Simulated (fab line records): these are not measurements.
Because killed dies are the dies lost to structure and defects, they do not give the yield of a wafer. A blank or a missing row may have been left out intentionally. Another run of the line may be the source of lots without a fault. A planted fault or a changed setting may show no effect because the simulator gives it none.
Which tool is to blame? | flow n5_finfet | 30 wafers from 10 lots sampled at 5 of the route's 1938 steps

## WHAT THE GAUGES READ, wafer by wafer
N5_BEOL_M13_OVL_MEAS_11. Usual: V12_OVL typically reads -5 nm, with standard deviation 4.9.
lot  | measured     | on         | V12_OVL (nm) | flag
L584 | day 10 07:49 | overlay-02 | -3 -3 -10    |
L586 | day 11 06:22 | overlay-01 | -9 -6 -9     |
L591 | day 12 11:50 | overlay-02 | -2 2 -5      |
L595 | day 13 05:36 | overlay-01 | -5 -7 -6     |
L593 | day 13 13:20 | overlay-02 | -12 -8 -5    |
L597 | day 14 03:31 | overlay-02 | -5 -6 -7     |
L602 | day 15 07:39 | overlay-01 | -2 -4 -6     |
L604 | day 15 15:11 | overlay-01 | -8 -9 -5     |
L606 | day 16 11:25 | overlay-02 | -4 3 -4      |
L607 | day 16 11:47 | overlay-01 | 0 -1 1       |

N5_BEOL_M13_INSPECT_30: inspects for defects (macro). Usual: raw_defect_count reads 1.9 (standard deviation 1.3).
lot  | measured     | on                | raw_defect_count | flag
L584 | day 10 08:55 | defect_inspect-01 | 1 1 4            |
L586 | day 11 07:25 | defect_inspect-02 | 1 1 1            |
L591 | day 12 13:16 | defect_inspect-01 | 5 3 0            |
L595 | day 13 06:42 | defect_inspect-01 | 0 1 1            |
L593 | day 13 14:26 | defect_inspect-01 | 2 2 0            |
L597 | day 14 04:43 | defect_inspect-02 | 0 2 0            |
L602 | day 15 08:37 | defect_inspect-02 | 19 3 2           | OFF
L604 | day 15 16:10 | defect_inspect-02 | 3 0 2            |
L606 | day 16 12:23 | defect_inspect-02 | 2 4 2            |
L607 | day 16 12:53 | defect_inspect-01 | 1 1 1            |

## EACH LOT AND THE TOOL THAT RAN IT (in order: tool; ch and the chambers of the sampled wafers; start)
lot  | N5_BEOL_M12_SPUTTER_44       | N5_BEOL_M13_VIA_ETCH_16            | N5_BEOL_M13_STRIP_64
L584 | pvd_sputter-02, day 10 06:10 | rie_diel-05 ch 0,2,3, day 10 07:58 | plasma_asher-01 ch 0,1, day 10 08:16
L586 | pvd_sputter-03, day 11 04:44 | rie_diel-04 ch 0,1,2, day 11 06:35 | plasma_asher-01 ch 0,1, day 11 06:52
L591 | pvd_sputter-02, day 12 10:14 | rie_diel-01 ch 0,1,3, day 12 12:19 | plasma_asher-02 ch 0,1, day 12 12:36
L595 | pvd_sputter-02, day 13 03:59 | rie_diel-01 ch 0,1,2, day 13 05:45 | plasma_asher-02 ch 0,1, day 13 06:02
L593 | pvd_sputter-02, day 13 11:37 | rie_diel-05 ch 1,2,3, day 13 13:29 | plasma_asher-01 ch 0,1, day 13 13:47
L597 | pvd_sputter-02, day 14 01:26 | rie_diel-05 ch 0,1,2, day 14 03:54 | plasma_asher-01 ch 0,1, day 14 04:12
L602 | pvd_sputter-03, day 15 05:43 | rie_diel-05 ch 0,2, day 15 07:47   | plasma_asher-02 ch 0,1, day 15 08:05
L604 | pvd_sputter-03, day 15 13:28 | rie_diel-01 ch 1,2,3, day 15 15:20 | plasma_asher-02 ch 0,1, day 15 15:38
L606 | pvd_sputter-01, day 16 09:33 | rie_diel-01 ch 0,1, day 16 11:34   | plasma_asher-02 ch 0,1, day 16 11:52
L607 | pvd_sputter-01, day 16 10:03 | rie_diel-01 ch 0,1,3, day 16 11:56 | plasma_asher-01 ch 0,1, day 16 12:13
- N5_BEOL_M12_SPUTTER_44: material Ta, target thk 10 nm, time 16.13 s.
- N5_BEOL_M13_VIA_ETCH_16: etches SiOC in C4F8/O2/Ar, target depth 921.7 nm.
- N5_BEOL_M13_STRIP_64: strips in N2/H2.

## WHAT THE TOOLS THEMSELVES READ (means of the sampled wafers that have a number; where no wafer has one, the mark that the record gives instead)
N5_BEOL_M12_SPUTTER_44. Usual: throttle_valve_pct reads 29.7 % (standard deviation 0.75).
lot  | tool           | throttle_valve_pct (%) | flag
L584 | pvd_sputter-02 | 29.8                   |
L586 | pvd_sputter-03 | 30.0                   |
L591 | pvd_sputter-02 | 29.5                   |
L595 | pvd_sputter-02 | 29.3                   |
L593 | pvd_sputter-02 | 29.3                   |
L597 | pvd_sputter-02 | 29.4                   |
L602 | pvd_sputter-03 | 30.3                   |
L604 | pvd_sputter-03 | 30.2                   |
L606 | pvd_sputter-01 | 29.4                   |
L607 | pvd_sputter-01 | 29.3                   |

N5_BEOL_M13_VIA_ETCH_16. Usual: drypump_motor_current_A 5.69 A, standard deviation 0.3; oes_product_au 0.75 a.u., standard deviation 0.053; rf_fwd_power_W 2991 W, standard deviation 9.3; rf_vpp_V 666.2 V, standard deviation 2.3; showerhead_plenum_p_Torr 3.46 Torr, standard deviation 0.071; throttle_valve_pct 24.05 %, standard deviation 0.21.
lot  | tool        | drypump_motor_current_A (A) | oes_product_au (a.u.) | rf_fwd_power_W (W) | rf_vpp_V (V) | showerhead_plenum_p_Torr (Torr) | throttle_valve_pct (%) | flag
L584 | rie_diel-05 | 5.49                        | 0.75                  | 2989               | 666.9        | 3.51                            | 23.94                  |
L586 | rie_diel-04 | 5.45                        | 0.71                  | 2993               | 668.5        | 3.49                            | 24.04                  |
L591 | rie_diel-01 | 5.84                        | 0.79                  | 2987               | 665.4        | 3.43                            | 24.02                  |
L595 | rie_diel-01 | 5.72                        | 0.77                  | 2995               | 665.3        | 3.42                            | 24.20                  |
L593 | rie_diel-05 | 5.69                        | 0.77                  | 2994               | 667.5        | 3.49                            | 23.98                  |
L597 | rie_diel-05 | 5.42                        | 0.71                  | 2989               | 666.8        | 3.48                            | 24.09                  |
L602 | rie_diel-05 | 5.47                        | 0.80                  | 2999               | 666.8        | 3.46                            | 23.88                  |
L604 | rie_diel-01 | 5.91                        | 0.74                  | 2985               | 664.9        | 3.42                            | 24.23                  |
L606 | rie_diel-01 | 5.67                        | 0.74                  | 3004               | 666.0        | 3.41                            | 24.05                  |
L607 | rie_diel-01 | 5.86                        | 0.74                  | 2994               | 665.9        | 3.42                            | 24.06                  |

N5_BEOL_M13_STRIP_64. Usual: drypump_motor_current_A 5.4 A, standard deviation 0.65; heater_power_w 308 W, standard deviation 8.8; n2_flow_sccm 1749 sccm, standard deviation 5.5; oes_product_au 0.716 a.u., standard deviation 0.0042; strip_time_to_endpoint_s 31.30 s, standard deviation 0.078.
lot  | tool            | drypump_motor_current_A (A) | heater_power_w (W) | n2_flow_sccm (sccm) | oes_product_au (a.u.) | strip_time_to_endpoint_s (s) | flag
L584 | plasma_asher-01 | 5.5                         | 314                | 1757                | 0.720                 | 31.29                        |
L586 | plasma_asher-01 | 5.5                         | 318                | 1753                | 0.713                 | 31.35                        |
L591 | plasma_asher-02 | 5.3                         | 304                | 1755                | 0.713                 | 31.28                        |
L595 | plasma_asher-02 | 5.3                         | 307                | 1745                | 0.714                 | 31.32                        |
L593 | plasma_asher-01 | 5.1                         | 309                | 1746                | 0.712                 | 31.19                        |
L597 | plasma_asher-01 | 5.1                         | 316                | 1753                | 0.715                 | 31.23                        |
L602 | plasma_asher-02 | 5.7                         | 304                | 1747                | 0.714                 | 31.29                        |
L604 | plasma_asher-02 | 5.3                         | 306                | 1751                | 0.717                 | 31.32                        |
L606 | plasma_asher-02 | 5.3                         | 303                | 1748                | 0.715                 | 31.27                        |
L607 | plasma_asher-01 | 5.1                         | 316                | 1748                | 0.716                 | 31.28                        |

## THE ANSWER, worked out from the rows above alone
Rule: a lot is off if the mean of its wafers that have a number lies more than 3 standard deviations from the usual mean. Also off: a lot with no number at a reading for which 4 or more lots have one. Where the step has rows for the other lots, those lots are counted as sound. Order of review: gauges by route order, followed by the tools' own readings, for which a lot's mean as printed above is used. The first step at which some lot is off is used, and at that step the reading that is off furthest; a lot without a number counts as furthest.
Off, at N5_BEOL_M13_INSPECT_30 on raw_defect_count: L602.
If a tool, at a process step before that reading, ran all the lots that are off and no sound lot after the first of them, it fits. Those tools and the gauges at N5_BEOL_M13_INSPECT_30 are tried in the same way. One fits: rie_diel-05 at N5_BEOL_M13_VIA_ETCH_16. Its last sound lot is L597 (day 14 03:54), its first lot that is off L602 (day 15 07:47): a fault that began between those two fits.

## WHAT THE SIMULATOR HAD INSERTED
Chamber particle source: rie_diel-05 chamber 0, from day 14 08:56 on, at N5_BEOL_M13_VIA_ETCH_16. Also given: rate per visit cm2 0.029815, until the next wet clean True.
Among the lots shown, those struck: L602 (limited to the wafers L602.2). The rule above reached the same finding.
